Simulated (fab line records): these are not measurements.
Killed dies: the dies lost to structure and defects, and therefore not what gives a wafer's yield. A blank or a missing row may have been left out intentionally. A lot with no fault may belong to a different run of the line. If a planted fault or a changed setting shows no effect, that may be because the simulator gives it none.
Split-lot trial :: flow n5Finfet :: on a route of 1938 steps: 7 lots, 39 wafers read

ABOUT THE SPLIT
At N5_MOL_CONTACT_COAG_SPUTTER_143 (material Co, target thk 2.5 nm), the setting targetThkA was moved away from the recipe's 25 angstrom on 15 of the 39 wafers read, by -50.4% to +48.4%. This setting was run at the recipe's value on the other wafers.

The reading is taken at the split's own step.

THE READING
Co_of_MOL_CONTACT_COAG_SPUTTER_143.thkNm (the simulator's own value, which no gauge read), in nm, at N5_MOL_CONTACT_COAG_SPUTTER_143 (material Co, target thk 2.5 nm). There is no usual value for it anywhere in the file. Average 2.5 nm, standard deviation 0.13 nm, over the 24 wafers here run with the recipe.

wafer: L078.1
tool, chamber at the split: pvdSputter-02, -
targetThkA as run, angstrom: 36.13
against the recipe: +44.5%
Co_of_MOL_CONTACT_COAG_SPUTTER_143.thkNm, nm: 3.6
against lot-mates on the recipe: +1.1

wafer: L078.5
tool, chamber at the split: pvdSputter-02, -
targetThkA as run, angstrom: 36.13
against the recipe: +44.5%
Co_of_MOL_CONTACT_COAG_SPUTTER_143.thkNm, nm: 3.6
against lot-mates on the recipe: +1.1

wafer: L078.2
tool, chamber at the split: pvdSputter-02, -
targetThkA as run, angstrom: 36.13
against the recipe: +44.5%
Co_of_MOL_CONTACT_COAG_SPUTTER_143.thkNm, nm: 3.4
against lot-mates on the recipe: +0.9

wafer: L078.3
tool, chamber at the split: pvdSputter-02, -
targetThkA as run, angstrom: 25
against the recipe: recipe
Co_of_MOL_CONTACT_COAG_SPUTTER_143.thkNm, nm: 2.4
against lot-mates on the recipe: -

wafer: L078.6
tool, chamber at the split: pvdSputter-02, -
targetThkA as run, angstrom: 25
against the recipe: recipe
Co_of_MOL_CONTACT_COAG_SPUTTER_143.thkNm, nm: 2.4
against lot-mates on the recipe: -

wafer: L078.4
tool, chamber at the split: pvdSputter-02, -
targetThkA as run, angstrom: 25
against the recipe: recipe
Co_of_MOL_CONTACT_COAG_SPUTTER_143.thkNm, nm: 2.6
against lot-mates on the recipe: -

wafer: L079.1
tool, chamber at the split: pvdSputter-02, -
targetThkA as run, angstrom: 25
against the recipe: recipe
Co_of_MOL_CONTACT_COAG_SPUTTER_143.thkNm, nm: 2.6
against lot-mates on the recipe: -

wafer: L079.2
tool, chamber at the split: pvdSputter-02, -
targetThkA as run, angstrom: 25
against the recipe: recipe
Co_of_MOL_CONTACT_COAG_SPUTTER_143.thkNm, nm: 2.6
against lot-mates on the recipe: -

wafer: L079.6
tool, chamber at the split: pvdSputter-02, -
targetThkA as run, angstrom: 25
against the recipe: recipe
Co_of_MOL_CONTACT_COAG_SPUTTER_143.thkNm, nm: 2.6
against lot-mates on the recipe: -

wafer: L079.3
tool, chamber at the split: pvdSputter-02, -
targetThkA as run, angstrom: 37.11
against the recipe: +48.4%
Co_of_MOL_CONTACT_COAG_SPUTTER_143.thkNm, nm: 3.6
against lot-mates on the recipe: +1.0

wafer: L079.4
tool, chamber at the split: pvdSputter-02, -
targetThkA as run, angstrom: 37.11
against the recipe: +48.4%
Co_of_MOL_CONTACT_COAG_SPUTTER_143.thkNm, nm: 3.8
against lot-mates on the recipe: +1.2

wafer: L079.5
tool, chamber at the split: pvdSputter-02, -
targetThkA as run, angstrom: 37.11
against the recipe: +48.4%
Co_of_MOL_CONTACT_COAG_SPUTTER_143.thkNm, nm: 3.8
against lot-mates on the recipe: +1.2

wafer: L082.1
tool, chamber at the split: pvdSputter-02, -
targetThkA as run, angstrom: 25
against the recipe: recipe
Co_of_MOL_CONTACT_COAG_SPUTTER_143.thkNm, nm: 2.6
against lot-mates on the recipe: -

wafer: L082.2
tool, chamber at the split: pvdSputter-02, -
targetThkA as run, angstrom: 25
against the recipe: recipe
Co_of_MOL_CONTACT_COAG_SPUTTER_143.thkNm, nm: 2.6
against lot-mates on the recipe: -

wafer: L082.3
tool, chamber at the split: pvdSputter-02, -
targetThkA as run, angstrom: 25
against the recipe: recipe
Co_of_MOL_CONTACT_COAG_SPUTTER_143.thkNm, nm: 2.6
against lot-mates on the recipe: -

wafer: L082.5
tool, chamber at the split: pvdSputter-02, -
targetThkA as run, angstrom: 25
against the recipe: recipe
Co_of_MOL_CONTACT_COAG_SPUTTER_143.thkNm, nm: 2.6
against lot-mates on the recipe: -

wafer: L082.6
tool, chamber at the split: pvdSputter-02, -
targetThkA as run, angstrom: 25
against the recipe: recipe
Co_of_MOL_CONTACT_COAG_SPUTTER_143.thkNm, nm: 2.6
against lot-mates on the recipe: -

wafer: L082.4
tool, chamber at the split: pvdSputter-02, -
targetThkA as run, angstrom: 25
against the recipe: recipe
Co_of_MOL_CONTACT_COAG_SPUTTER_143.thkNm, nm: 2.4
against lot-mates on the recipe: -

wafer: L083.1
tool, chamber at the split: pvdSputter-01, -
targetThkA as run, angstrom: 25
against the recipe: recipe
Co_of_MOL_CONTACT_COAG_SPUTTER_143.thkNm, nm: 2.6
against lot-mates on the recipe: -

wafer: L083.3
tool, chamber at the split: pvdSputter-01, -
targetThkA as run, angstrom: 25
against the recipe: recipe
Co_of_MOL_CONTACT_COAG_SPUTTER_143.thkNm, nm: 2.6
against lot-mates on the recipe: -

wafer: L083.6
tool, chamber at the split: pvdSputter-01, -
targetThkA as run, angstrom: 25
against the recipe: recipe
Co_of_MOL_CONTACT_COAG_SPUTTER_143.thkNm, nm: 2.6
against lot-mates on the recipe: -

wafer: L083.2
tool, chamber at the split: pvdSputter-01, -
targetThkA as run, angstrom: 18.54
against the recipe: -25.8%
Co_of_MOL_CONTACT_COAG_SPUTTER_143.thkNm, nm: 2
against lot-mates on the recipe: -0.6

wafer: L083.4
tool, chamber at the split: pvdSputter-01, -
targetThkA as run, angstrom: 18.54
against the recipe: -25.8%
Co_of_MOL_CONTACT_COAG_SPUTTER_143.thkNm, nm: 2
against lot-mates on the recipe: -0.6

wafer: L083.5
tool, chamber at the split: pvdSputter-01, -
targetThkA as run, angstrom: 18.54
against the recipe: -25.8%
Co_of_MOL_CONTACT_COAG_SPUTTER_143.thkNm, nm: 2
against lot-mates on the recipe: -0.6

wafer: L086.1
tool, chamber at the split: pvdSputter-03, -
targetThkA as run, angstrom: 25
against the recipe: recipe
Co_of_MOL_CONTACT_COAG_SPUTTER_143.thkNm, nm: 2.4
against lot-mates on the recipe: -

wafer: L086.2
tool, chamber at the split: pvdSputter-03, -
targetThkA as run, angstrom: 30.34
against the recipe: +21.4%
Co_of_MOL_CONTACT_COAG_SPUTTER_143.thkNm, nm: 2.8
against lot-mates on the recipe: +0.5

wafer: L086.4
tool, chamber at the split: pvdSputter-03, -
targetThkA as run, angstrom: 30.34
against the recipe: +21.4%
Co_of_MOL_CONTACT_COAG_SPUTTER_143.thkNm, nm: 2.8
against lot-mates on the recipe: +0.5

wafer: L086.6
tool, chamber at the split: pvdSputter-03, -
targetThkA as run, angstrom: 30.34
against the recipe: +21.4%
Co_of_MOL_CONTACT_COAG_SPUTTER_143.thkNm, nm: 2.8
against lot-mates on the recipe: +0.5

wafer: L086.3
tool, chamber at the split: pvdSputter-03, -
targetThkA as run, angstrom: 25
against the recipe: recipe
Co_of_MOL_CONTACT_COAG_SPUTTER_143.thkNm, nm: 2.2
against lot-mates on the recipe: -

wafer: L086.5
tool, chamber at the split: pvdSputter-03, -
targetThkA as run, angstrom: 25
against the recipe: recipe
Co_of_MOL_CONTACT_COAG_SPUTTER_143.thkNm, nm: 2.2
against lot-mates on the recipe: -

wafer: L090.1
tool, chamber at the split: pvdSputter-02, -
targetThkA as run, angstrom: 25
against the recipe: recipe
Co_of_MOL_CONTACT_COAG_SPUTTER_143.thkNm, nm: 2.6
against lot-mates on the recipe: -

wafer: L090.2
tool, chamber at the split: pvdSputter-02, -
targetThkA as run, angstrom: 25
against the recipe: recipe
Co_of_MOL_CONTACT_COAG_SPUTTER_143.thkNm, nm: 2.6
against lot-mates on the recipe: -

wafer: L090.5
tool, chamber at the split: pvdSputter-02, -
targetThkA as run, angstrom: 25
against the recipe: recipe
Co_of_MOL_CONTACT_COAG_SPUTTER_143.thkNm, nm: 2.6
against lot-mates on the recipe: -

wafer: L090.3
tool, chamber at the split: pvdSputter-02, -
targetThkA as run, angstrom: 12.39
against the recipe: -50.4%
Co_of_MOL_CONTACT_COAG_SPUTTER_143.thkNm, nm: 1.2
against lot-mates on the recipe: -1.4

wafer: L090.4
tool, chamber at the split: pvdSputter-02, -
targetThkA as run, angstrom: 12.39
against the recipe: -50.4%
Co_of_MOL_CONTACT_COAG_SPUTTER_143.thkNm, nm: 1.2
against lot-mates on the recipe: -1.4

wafer: L090.6
tool, chamber at the split: pvdSputter-02, -
targetThkA as run, angstrom: 12.39
against the recipe: -50.4%
Co_of_MOL_CONTACT_COAG_SPUTTER_143.thkNm, nm: 1.4
against lot-mates on the recipe: -1.2

wafer: L094.2
tool, chamber at the split: pvdSputter-03, -
targetThkA as run, angstrom: 25
against the recipe: recipe
Co_of_MOL_CONTACT_COAG_SPUTTER_143.thkNm, nm: 2.4
against lot-mates on the recipe: -

wafer: L094.4
tool, chamber at the split: pvdSputter-03, -
targetThkA as run, angstrom: 25
against the recipe: recipe
Co_of_MOL_CONTACT_COAG_SPUTTER_143.thkNm, nm: 2.4
against lot-mates on the recipe: -

wafer: L094.5
tool, chamber at the split: pvdSputter-03, -
targetThkA as run, angstrom: 25
against the recipe: recipe
Co_of_MOL_CONTACT_COAG_SPUTTER_143.thkNm, nm: 2.4
against lot-mates on the recipe: -

THE FIT
A straight line over all 39 wafers: Co_of_MOL_CONTACT_COAG_SPUTTER_143.thkNm changes by +0.0234 nm for each +1% of targetThkA; r = +0.98; the points scatter about the line by 0.13 nm.
The same after taking each lot's own level away (the mean of its wafers on the recipe; 39 wafers): +0.0246 nm for each +1%; r = +0.99; scatter 0.074 nm.
On that fit, the largest move of targetThkA shifts the reading by 1.2 nm.
Across the lots, their own levels run from 2.27 to 2.60 nm, a range of 2.6 times the standard deviation given above.
So the lot-to-lot level changes the slope little: the two slopes agree.
Check: for one of the wafers moved furthest among these (-50.4%), held out of the fit, the line's prediction against its lot-mates is -1.23 nm. It came out at -1.4 nm against them.

OTHER SPLITS ON THESE WAFERS
Other splits were also applied to these wafers ahead of the reading. Each is held against what the fit with the lots' levels taken away leaves over:
other split on the same wafers: N5_FIN_SAQP_PECVD_06 timeS
wafers away from the commonest value: 6
r with Co_of_MOL_CONTACT_COAG_SPUTTER_143.thkNm (lot level and that fit taken away): +0.09

THE FILE'S OWN FIT
Co_of_MOL_CONTACT_COAG_SPUTTER_143.thkNm changes by +0.0246 nm for each +1% of targetThkA, r = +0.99.
